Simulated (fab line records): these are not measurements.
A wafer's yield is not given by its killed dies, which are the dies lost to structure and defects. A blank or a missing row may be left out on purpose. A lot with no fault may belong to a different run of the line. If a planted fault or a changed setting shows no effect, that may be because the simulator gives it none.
Split-lot study / flow n5_finfet / 7 lots, 39 wafers read, on a route of 1938 steps

## THE SPLIT
At N5_BEOL_M1_ILD_DEP_00 (deposits SiOC from DEMS/O2, target thk 79 nm, time 15.3 s), the setting time_s was moved away from the recipe's 15.3 s on 18 of the 39 wafers read, by -46.3% to +59.7%. For the rest of the wafers, this setting stayed at what the recipe calls for.

Between the split and the reading, the file records no step.

## THE READING
M1_ILD_THK in nanometres, read at N5_BEOL_M1_THK_MEAS_01. Typical for fault-free wafers on this fab line: 79.0 nm, with standard deviation 1.2 nm.

wafer=L076.1; tool, chamber at the split=pecvd-02, 2; time_s as run, s=15.3; against the recipe=recipe; M1_ILD_THK, nm=78.7; against lot-mates on the recipe=-
wafer=L076.2; tool, chamber at the split=pecvd-02, 1; time_s as run, s=15.3; against the recipe=recipe; M1_ILD_THK, nm=78.9; against lot-mates on the recipe=-
wafer=L076.3; tool, chamber at the split=pecvd-02, 0; time_s as run, s=15.3; against the recipe=recipe; M1_ILD_THK, nm=77.8; against lot-mates on the recipe=-
wafer=L076.4; tool, chamber at the split=pecvd-02, 2; time_s as run, s=21.2; against the recipe=+38.6%; M1_ILD_THK, nm=109.2; against lot-mates on the recipe=+30.7
wafer=L076.5; tool, chamber at the split=pecvd-02, 0; time_s as run, s=21.2; against the recipe=+38.6%; M1_ILD_THK, nm=109.9; against lot-mates on the recipe=+31.4
wafer=L076.6; tool, chamber at the split=pecvd-02, 1; time_s as run, s=21.2; against the recipe=+38.6%; M1_ILD_THK, nm=108.6; against lot-mates on the recipe=+30.1
wafer=L077.1; tool, chamber at the split=pecvd-02, 0; time_s as run, s=15.3; against the recipe=recipe; M1_ILD_THK, nm=78.3; against lot-mates on the recipe=-
wafer=L077.2; tool, chamber at the split=pecvd-02, 2; time_s as run, s=12.42; against the recipe=-18.8%; M1_ILD_THK, nm=63.2; against lot-mates on the recipe=-15.2
wafer=L077.3; tool, chamber at the split=pecvd-02, 1; time_s as run, s=15.3; against the recipe=recipe; M1_ILD_THK, nm=78.3; against lot-mates on the recipe=-
wafer=L077.4; tool, chamber at the split=pecvd-02, 2; time_s as run, s=15.3; against the recipe=recipe; M1_ILD_THK, nm=78.6; against lot-mates on the recipe=-
wafer=L077.5; tool, chamber at the split=pecvd-02, 1,0; time_s as run, s=12.42; against the recipe=-18.8%; M1_ILD_THK, nm=64.3; against lot-mates on the recipe=-14.1
wafer=L077.6; tool, chamber at the split=pecvd-02, 1,0; time_s as run, s=12.42; against the recipe=-18.8%; M1_ILD_THK, nm=64.2; against lot-mates on the recipe=-14.2
wafer=L084.1; tool, chamber at the split=pecvd-04, 0; time_s as run, s=15.3; against the recipe=recipe; M1_ILD_THK, nm=79.0; against lot-mates on the recipe=-
wafer=L084.2; tool, chamber at the split=pecvd-04, 2; time_s as run, s=15.3; against the recipe=recipe; M1_ILD_THK, nm=77.6; against lot-mates on the recipe=-
wafer=L084.3; tool, chamber at the split=pecvd-04, 1; time_s as run, s=22.86; against the recipe=+49.4%; M1_ILD_THK, nm=115.9; against lot-mates on the recipe=+36.6
wafer=L084.4; tool, chamber at the split=pecvd-04, 0; time_s as run, s=22.86; against the recipe=+49.4%; M1_ILD_THK, nm=118.9; against lot-mates on the recipe=+39.6
wafer=L084.5; tool, chamber at the split=pecvd-04, 2; time_s as run, s=22.86; against the recipe=+49.4%; M1_ILD_THK, nm=118.1; against lot-mates on the recipe=+38.8
wafer=L084.6; tool, chamber at the split=pecvd-04, 1; time_s as run, s=15.3; against the recipe=recipe; M1_ILD_THK, nm=81.2; against lot-mates on the recipe=-
wafer=L085.1; tool, chamber at the split=pecvd-03, 2; time_s as run, s=15.3; against the recipe=recipe; M1_ILD_THK, nm=79.7; against lot-mates on the recipe=-
wafer=L085.2; tool, chamber at the split=pecvd-03, 1; time_s as run, s=8.217; against the recipe=-46.3%; M1_ILD_THK, nm=41.5; against lot-mates on the recipe=-36.7
wafer=L085.3; tool, chamber at the split=pecvd-03, 0; time_s as run, s=15.3; against the recipe=recipe; M1_ILD_THK, nm=77.0; against lot-mates on the recipe=-
wafer=L085.4; tool, chamber at the split=pecvd-03, 2; time_s as run, s=8.217; against the recipe=-46.3%; M1_ILD_THK, nm=43.9; against lot-mates on the recipe=-34.3
wafer=L085.5; tool, chamber at the split=pecvd-03, 0; time_s as run, s=15.3; against the recipe=recipe; M1_ILD_THK, nm=77.8; against lot-mates on the recipe=-
wafer=L085.6; tool, chamber at the split=pecvd-03, 1; time_s as run, s=8.217; against the recipe=-46.3%; M1_ILD_THK, nm=42.3; against lot-mates on the recipe=-35.9
wafer=L086.2; tool, chamber at the split=pecvd-04, 0; time_s as run, s=15.3; against the recipe=recipe; M1_ILD_THK, nm=77.3; against lot-mates on the recipe=-
wafer=L086.3; tool, chamber at the split=pecvd-04, 1,0; time_s as run, s=15.3; against the recipe=recipe; M1_ILD_THK, nm=79.9; against lot-mates on the recipe=-
wafer=L086.4; tool, chamber at the split=pecvd-04, 1,0; time_s as run, s=15.3; against the recipe=recipe; M1_ILD_THK, nm=80.1; against lot-mates on the recipe=-
wafer=L089.1; tool, chamber at the split=pecvd-03, 1; time_s as run, s=24.44; against the recipe=+59.7%; M1_ILD_THK, nm=124.7; against lot-mates on the recipe=+44.6
wafer=L089.2; tool, chamber at the split=pecvd-03, 2; time_s as run, s=15.3; against the recipe=recipe; M1_ILD_THK, nm=80.0; against lot-mates on the recipe=-
wafer=L089.3; tool, chamber at the split=pecvd-03, 0; time_s as run, s=24.44; against the recipe=+59.7%; M1_ILD_THK, nm=125.3; against lot-mates on the recipe=+45.2
wafer=L089.4; tool, chamber at the split=pecvd-03, 1,2; time_s as run, s=15.3; against the recipe=recipe; M1_ILD_THK, nm=80.3; against lot-mates on the recipe=-
wafer=L089.5; tool, chamber at the split=pecvd-03, 0; time_s as run, s=24.44; against the recipe=+59.7%; M1_ILD_THK, nm=126.7; against lot-mates on the recipe=+46.6
wafer=L089.6; tool, chamber at the split=pecvd-03, 1,2; time_s as run, s=15.3; against the recipe=recipe; M1_ILD_THK, nm=80.1; against lot-mates on the recipe=-
wafer=L091.1; tool, chamber at the split=pecvd-02, 0,1; time_s as run, s=11.83; against the recipe=-22.7%; M1_ILD_THK, nm=60.0; against lot-mates on the recipe=-18.6
wafer=L091.2; tool, chamber at the split=pecvd-02, 0,1; time_s as run, s=11.83; against the recipe=-22.7%; M1_ILD_THK, nm=60.0; against lot-mates on the recipe=-18.6
wafer=L091.3; tool, chamber at the split=pecvd-02, 0; time_s as run, s=15.3; against the recipe=recipe; M1_ILD_THK, nm=78.3; against lot-mates on the recipe=-
wafer=L091.4; tool, chamber at the split=pecvd-02, 1; time_s as run, s=15.3; against the recipe=recipe; M1_ILD_THK, nm=78.8; against lot-mates on the recipe=-
wafer=L091.5; tool, chamber at the split=pecvd-02, 0; time_s as run, s=11.83; against the recipe=-22.7%; M1_ILD_THK, nm=61.7; against lot-mates on the recipe=-16.9
wafer=L091.6; tool, chamber at the split=pecvd-02, 1; time_s as run, s=15.3; against the recipe=recipe; M1_ILD_THK, nm=78.6; against lot-mates on the recipe=-
When a row names more than one chamber, that row covers several wafers, and the file does not tell which wafer ran in which chamber.

THE FIT
A straight line over all 39 wafers: M1_ILD_THK changes by +0.786 nm for each +1% of time_s; r = +1.00; the points scatter about the line by 1 nm.
The same after taking each lot's own level away (the mean of its wafers on the recipe; 39 wafers): +0.773 nm for each +1%; r = +1.00; scatter 0.97 nm.
On that fit, the largest move of time_s shifts the reading by 46 nm.
Measured against the standard deviation above, the lots' own levels, which go from 78.17 to 80.13 nm, span 1.6 times it.
The two slopes are in agreement: the lot-to-lot level therefore moves the slope only a little.
Check: with one of the wafers moved furthest among these (+59.7%) left out of the fit, the line predicts +46.4 nm for it against its lot-mates. It came out at +44.6 nm against them.

## ADDITIONAL SPLITS CARRIED BY THESE WAFERS
Before the reading, these wafers also passed through other splits. Each is held against what the fit with the lots' levels taken away leaves over:
other split on the same wafers=N5_SDB_ALD_29 ald_cycles; wafers away from the commonest value=12; r with M1_ILD_THK (lot level and that fit taken away)=+0.04
other split on the same wafers=N5_MOL_CONTACT_COAG_ETCHBACK_136 target_depth_a; wafers away from the commonest value=12; r with M1_ILD_THK (lot level and that fit taken away)=-0.05

## THE WHOLE CHAIN: every reading that the file lists as answering this split, in the file's order
step=N5_BEOL_M1_ILD_DEP_00; what it does=deposits SiOC from DEMS/O2, target thk 79 nm, time 15.3 s; reading=SiOC_of_BEOL_M1_ILD_DEP_00.thk_nm (the simulator's own value, which no gauge read); change (the file's fit)=+0.772 nm for each +1% of the setting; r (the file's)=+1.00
step=N5_BEOL_M1_THK_MEAS_01; what it does=; reading=M1_ILD_THK; change (the file's fit)=+0.773 for each +1% of the setting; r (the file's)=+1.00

## THE FILE'S OWN FIT
M1_ILD_THK changes by +0.773 nm for each +1% of time_s, r = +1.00.
